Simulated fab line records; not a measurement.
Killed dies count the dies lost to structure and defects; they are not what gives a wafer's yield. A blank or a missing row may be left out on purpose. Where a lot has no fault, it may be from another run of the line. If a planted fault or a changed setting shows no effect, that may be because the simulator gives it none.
fab line records	flow n5-finfet
record lots=11	wafers=32	last-day=18
route steps=1938 shown BEOL_M11@1540 PASSIVATION@1936
lots with no fault: from the same line, run without faults
start-h: start of the lot's first displayed wafer, in hours after the record's first day	wait-h: hours from the lot's prior step to this one	" as in the row above	L1.1+2: a single row standing in for several wafers	- no value, or no start given	* or withheld: withheld	< > ~ a bound
route shown NAME@n: NAME is a module with steps in the file, n the number in the route of the first one	usual: average and standard deviation across the fault-free wafers	same: alike in all rows	chamber/n: place in a boat	sites: readings site by site	_std_site: the values' standard deviation	_edge_site: inner sites' mean taken away from outer sites' mean	radius-mm: how far each site lies from the wafer's centre	mask NAME#n: copy n	behind: tool/chamber where the wafer was last shaped	hold: why the lot was held/for how many hours/how that ended	device: the transistor (n, p or np) that didn't switch	end of line: tests run on the same wafers once the route is complete	a step given without rows: its recipe and nothing more	killed: dies that structure and defects cost at the first sort, which is not the same as the wafer's yield	map: shows each die of a wafer: x if killed, . if not, _ if none is there
set.NAME: the setting as run; set.NAME@STEP: as run at that earlier step	model.NAME: the simulator's own value behind a step, which no gauge read
a sample of lots followed through the steps of the route, with each step as a table and each wafer as a row
services: the hour from which a tool's chamber was out of use, counted from the record's first day as start-h (under 0 if before that day), plus the number of hours and why
## steps
# step N5_BEOL_M11_HM_DEP_02
# recipe material=TiN	target-thk-a=200	temp-c=25	chamber-pressure-pa=0.49996
# usual throttle-valve-pct=29.8/1.1
lot.wafer	tool	chamber	start-h	wait-h	throttle-valve-pct
L979.3	pvd-sputter-03	-	234.29	0.7	29.3
L979.4	"	-	"	"	27.8
L979.6	"	-	"	"	29.3
L978.3	pvd-sputter-03	-	237.39	0.0	31.1
L978.4	"	-	"	"	29.8
L978.6	"	-	"	"	29.8
L977.3	pvd-sputter-03	-	240.89	0.9	29.2
L977.4	"	-	"	"	27.8
L977.6	"	-	"	"	28.1
L980.2	pvd-sputter-03	-	244.87	0.9	28.0
L980.4	"	-	"	"	31.2
L980.5	"	-	"	"	31.3
L981.3	pvd-sputter-01	-	251.85	0.9	30.4
L981.4	"	-	"	"	31.4
L981.6	"	-	"	"	28.2
L986.1	pvd-sputter-01	-	307.83	1.5	28.2
L986.5	"	-	"	"	28.9
L986.6	"	-	"	"	30.2
L988.1	pvd-sputter-03	-	307.94	1.1	30.0
L988.2	"	-	"	"	28.3
L988.4	"	-	"	"	31.2
L992.2	pvd-sputter-02	-	307.94	1.1	30.0
L992.3	"	-	"	"	29.3
L992.4	"	-	"	"	30.2
L989.1	pvd-sputter-01	-	308.03	0.7	28.9
L989.2	"	-	"	"	28.3
L989.6	"	-	"	"	31.0
L994.5	pvd-sputter-01	-	334.66	1.3	30.2
L994.6	"	-	"	"	29.0
L999.4	pvd-sputter-02	-	375.34	0.1	28.9
L999.5	"	-	"	"	30.5
L999.6	"	-	"	"	30.2
# step N5_BEOL_M11_ETCH_61
# recipe chemistry=CF4	target=SiARC	target-depth-a=390	mask-material=CAR-ArF	time-s=65	ion-energy-ev=80	pressure-mtorr=40	source-w=545	bias-w=36	Ar_flow_sccm=100	cf4-flow-sccm=100	ends=cleared
# usual drypump-motor-current-A=5.7/0.38	etch-rf-on-time-s=65.1/1.5	oes-product-au=0.67/0.071	rf-vpp-V=184.3/1.2	showerhead-plenum-p-Torr=2.16/0.079	throttle-valve-pct=15.50/0.23
lot.wafer	tool	chamber	start-h	wait-h	drypump-motor-current-A	etch-rf-on-time-s	oes-product-au	rf-hours-counter-h	rf-vpp-V	showerhead-plenum-p-Torr	throttle-valve-pct
L979.3	rie-diel-03	1	235.01	0.0	6.0	67.0	0.66	98	187.4	2.25	15.23
L979.4	"	1	"	"	6.0	67.3	0.66	-	185.4	2.25	15.24
L979.6	"	0	"	"	5.2	65.3	0.69	-	185.4	2.27	15.25
L978.3	rie-diel-01	1	238.01	0.0	5.8	65.0	0.60	212	183.1	2.13	15.58
L978.4	"	3	"	"	6.2	66.5	0.74	64	183.3	2.10	15.43
L978.6	"	2	"	"	6.1	63.4	0.60	-	181.8	2.03	15.79
L977.3	rie-diel-06	2	241.68	0.0	5.2	65.6	0.60	228	183.0	2.13	16.03
L977.4	"	3	"	"	5.3	65.2	0.70	83	185.9	2.26	15.67
L977.6	"	3	"	"	5.3	64.9	0.70	-	186.9	2.26	15.69
L980.2	rie-diel-01	1	245.49	0.0	5.9	63.5	0.61	215	183.5	2.13	15.60
L980.4	"	2	"	"	6.1	63.3	0.60	238	183.2	2.03	15.81
L980.5	"	1	"	"	5.9	64.4	0.61	-	182.9	2.13	15.59
L981.3	rie-diel-03	0	252.65	0.0	5.2	65.0	0.70	82	185.6	2.26	15.27
L981.4	"	3	"	"	5.9	63.5	0.84	1	184.4	2.19	15.55
L981.6	"	0	"	"	5.2	64.9	0.69	-	185.7	2.26	15.28
L986.1	rie-diel-06	1	308.46	0.0	5.9	64.7	0.70	79	183.4	2.16	15.15
L986.5	"	0	"	"	5.8	65.2	0.72	-	185.2	2.08	15.64
L986.6	"	1	"	"	5.9	64.3	0.70	-	183.9	2.16	15.15
L988.1	rie-diel-01	0	308.61	0.0	5.2	67.3	0.59	218	183.9	2.19	15.74
L988.2	"	1	"	"	5.8	64.4	0.60	231	183.8	2.12	15.62
L988.4	"	1	"	"	5.8	64.1	0.60	-	183.7	2.12	15.63
L992.2	rie-diel-03	2	308.65	0.0	5.2	65.3	0.62	202	183.2	2.04	15.36
L992.3	"	0	"	"	5.2	65.1	0.68	99	185.1	2.26	15.29
L992.4	"	1	"	"	6.0	68.5	0.64	122	185.2	2.24	15.30
L989.1	rie-diel-06	0	308.71	0.0	5.8	65.2	0.72	77	183.7	2.08	15.64
L989.2	"	3	"	"	5.3	64.9	0.68	105	185.6	2.25	15.71
L989.6	"	0	"	"	5.8	64.9	0.73	-	183.2	2.08	15.64
L994.5	rie-diel-03	1	335.25	0.0	6.0	68.1	0.64	-	185.9	2.24	15.30
L994.6	"	2	"	"	5.2	65.6	0.61	-	182.4	2.04	15.37
L999.4	rie-diel-03	1	375.96	0.0	6.0	67.4	0.63	142	185.5	2.23	15.33
L999.5	"	2	"	"	5.2	66.4	0.60	-	183.9	2.03	15.39
L999.6	"	1	"	"	6.0	67.2	0.63	-	186.6	2.23	15.32
# step N5_BEOL_M11_CURE_72
# recipe temp-c=370	time-s=120	ambient=DMADMS/He	material=SiCOH_lowk
# usual lamp-power-pct=52.32/0.054	wafer_temp_C_max=371.8/0.62
lot.wafer	tool	chamber	start-h	wait-h	lamp-power-pct	wafer_temp_C_max
L979.3	uv-cure-01	1	236.82	0.3	52.28	373.3
L979.4	"	1	"	"	52.30	372.9
L979.6	"	1	"	"	52.37	372.5
L978.3	uv-cure-03	0	239.87	0.1	52.26	371.8
L978.4	"	0	"	"	52.28	371.6
L978.6	"	0	"	"	52.37	371.4
L977.3	uv-cure-02	2	244.65	0.2	52.29	372.0
L977.4	"	2	"	"	52.29	371.9
L977.6	"	2	"	"	52.39	371.4
L980.2	uv-cure-03	1	248.69	0.1	52.32	372.6
L980.4	"	1	"	"	52.32	372.0
L980.5	"	1	"	"	52.47	372.1
L981.3	uv-cure-03	2	254.91	0.1	52.32	372.7
L981.4	"	2	"	"	52.33	373.1
L981.6	"	2	"	"	52.30	372.4
L989.1	uv-cure-02	2	311.73	0.0	52.39	371.4
L989.2	"	2	"	"	52.26	371.5
L989.6	"	2	"	"	52.34	371.6
L988.1	uv-cure-03	0	311.78	0.0	52.29	371.1
L988.2	"	0	"	"	52.25	371.1
L988.4	"	0	"	"	52.29	371.7
L986.1	uv-cure-02	2	312.15	0.0	52.24	371.5
L986.5	"	2	"	"	52.29	371.3
L986.6	"	2	"	"	52.30	372.0
L992.2	uv-cure-01	0	312.78	0.1	52.35	371.0
L992.3	"	0	"	"	52.29	371.3
L992.4	"	0	"	"	52.40	371.1
L994.5	uv-cure-03	0	338.66	0.4	52.26	371.4
L994.6	"	0	"	"	52.38	371.5
L999.4	uv-cure-01	1	379.73	0.2	52.32	373.2
L999.5	"	1	"	"	52.32	373.2
L999.6	"	1	"	"	52.36	372.3
# step N5_BEOL_M11_CVD_75
# recipe material=Co	target-thk-a=20	temp-c=withheld	precursor=CCTBA/H2	pressure-torr=30	time-s=138.9
# usual chamber-pressure-Torr=30.00/0.07	run-length-s=161.6/0.75
lot.wafer	tool	chamber	start-h	wait-h	chamber-pressure-Torr	run-length-s
L979.3	cvd-co-02	2	237.99	0.0	29.96	162.2
L979.4	"	2	"	"	30.15	162.1
L979.6	"	1	"	"	30.07	161.5
L978.3	cvd-co-02	0	241.29	0.0	30.04	162.6
L978.4	"	0	"	"	29.89	163.0
L978.6	"	1	"	"	29.97	161.9
L977.3	cvd-co-01	0	246.14	0.2	30.05	161.0
L977.4	"	1	"	"	30.01	161.4
L977.6	"	2	"	"	29.97	161.0
L980.2	cvd-co-01	1	249.87	0.4	29.96	161.7
L980.4	"	0	"	"	30.02	160.5
L980.5	"	2	"	"	30.05	161.2
L981.3	cvd-co-01	2	256.29	0.0	30.07	161.5
L981.4	"	2	"	"	30.06	161.0
L981.6	"	0	"	"	30.14	160.4
L989.1	cvd-co-01	0	313.47	0.5	30.02	160.4
L989.2	"	2	"	"	29.93	203.5
L989.6	"	1	"	"	29.97	161.8
L988.1	cvd-co-02	2	313.49	0.4	29.97	162.2
L988.2	"	1	"	"	29.98	161.5
L988.4	"	0	"	"	29.82	162.7
L986.1	cvd-co-02	1	313.58	0.3	30.02	162.2
L986.5	"	2	"	"	30.00	162.2
L986.6	"	0	"	"	30.03	162.8
L992.2	cvd-co-02	2	313.97	0.3	30.06	162.2
L992.3	"	0	"	"	30.02	162.8
L992.4	"	2	"	"	30.10	162.4
L994.5	cvd-co-01	2	339.73	0.2	30.06	203.3
L994.6	"	0	"	"	30.03	160.6
L999.4	cvd-co-02	0	380.68	0.1	30.06	162.8
L999.5	"	1	"	"	29.90	161.6
L999.6	"	2	"	"	29.79	162.3
# step N5_PASSIVATION_PROBE_49
# usual defect-limited-yield=91.7/1.5	killed_at_M0_to_M3=32/9.6	killed_at_M4_up=13/5.3	killed-at-contacts=12/6.8	killed-at-front-end=36/9.8	killed-at-other=4/3.1	killed-dies=98/17	killed-open=65/13	killed-short=32/8.5	sort_bin_5_function=4.9/0.93	sort_bin_6_memory=3.2/0.67	sort_bin_8_speed=0.00/0.02	sort-n-pass=1082/17	sort-yield-pct=91.7/1.4
# same gross-dies=1180	killed-at-back-side=0	sort_bin_4_leakage[%]=0
lot.wafer	tool	chamber	start-h	wait-h	defect-limited-yield[%]	killed_at_M0_to_M3	killed_at_M4_up	killed-at-contacts	killed-at-front-end	killed-at-other	killed-dies	killed-open	killed-short	sort_bin_5_function[%]	sort_bin_6_memory[%]	sort_bin_8_speed[%]	sort-n-pass	sort-yield-pct[%]
L989.2	prober-02	-	351.43	0.1	92.2	27	21	3	40	1	92	62	28	4.7	2.9	0	1088	92.2
# killed by level:class
L989.2 FIN_SAQP:geometric-particle:short=11 BEOL_M3:geometric-particle:open=10 FIN_SAQP:geometric-particle:open=8 DUMMY_GATE:geometric-particle:open=7 BEOL_M0_SAQP:geometric-particle:short=6 BEOL_M7:geometric-particle:open=5 BEOL_M1:geometric-particle:open=5 BEOL_M4:geometric-particle:open=4
## services
tool	chamber	start-h	hours	kind
rie-diel-06	-	215.37	0.3	repair
rie-diel-03	3	218.34	1.6	repair
rie-diel-03	-	218.39	7.2	repair
uv-cure-02	-	225.05	0.6	repair
rie-diel-03	3	231.56	-	clean
rie-diel-03	3	231.56	-	consumable-replace:focus-ring
rie-diel-03	3	231.56	15.0	scheduled-down
rie-diel-03	3	231.56	15.0	vent-cycle
rie-diel-06	3	248.87	4.0	repair
uv-cure-03	-	258.81	7.5	pm
rie-diel-01	1	271.31	18.5	repair
rie-diel-01	2	282.41	8.8	repair
rie-diel-01	2	291.30	-	clean
rie-diel-01	2	291.30	-	consumable-replace:focus-ring
rie-diel-01	2	291.30	-	consumable-replace:showerhead
uv-cure-03	-	331.59	0.8	repair
cvd-co-02	1	333.36	-	clean
cvd-co-02	1	333.36	22.0	scheduled-down
cvd-co-02	1	333.36	22.0	vent-cycle
cvd-co-02	-	335.10	3.6	repair
rie-diel-01	-	346.57	2.8	pm
rie-diel-06	-	363.32	2.8	pm
rie-diel-03	-	366.81	2.8	pm
pvd-sputter-01	-	379.91	1.3	repair
## key
first-sign step=N5_BEOL_M11_CVD_75	reading=run-length-s	direction=up	sigmas=56	usual=*	struck=*
effect none on later readings
met-at N5_BEOL_M11_CVD_75
struck-lots L989,L994
struck-wafers L989.2,L994.5
not-acting-at N5_BEOL_M11_HM_DEP_02,N5_BEOL_M11_ETCH_61,N5_BEOL_M11_CURE_72
onset-between 256.29 313.47
fault kind=process-parameter-drift	tool=cvd-co-01	chamber=-	onset-h=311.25	steps=N5_BEOL_M11_CVD_75	channel=time-s	offset=*	shape=step	end-h=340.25	scope=struck-wafers-only	acts-in=*	stated=*
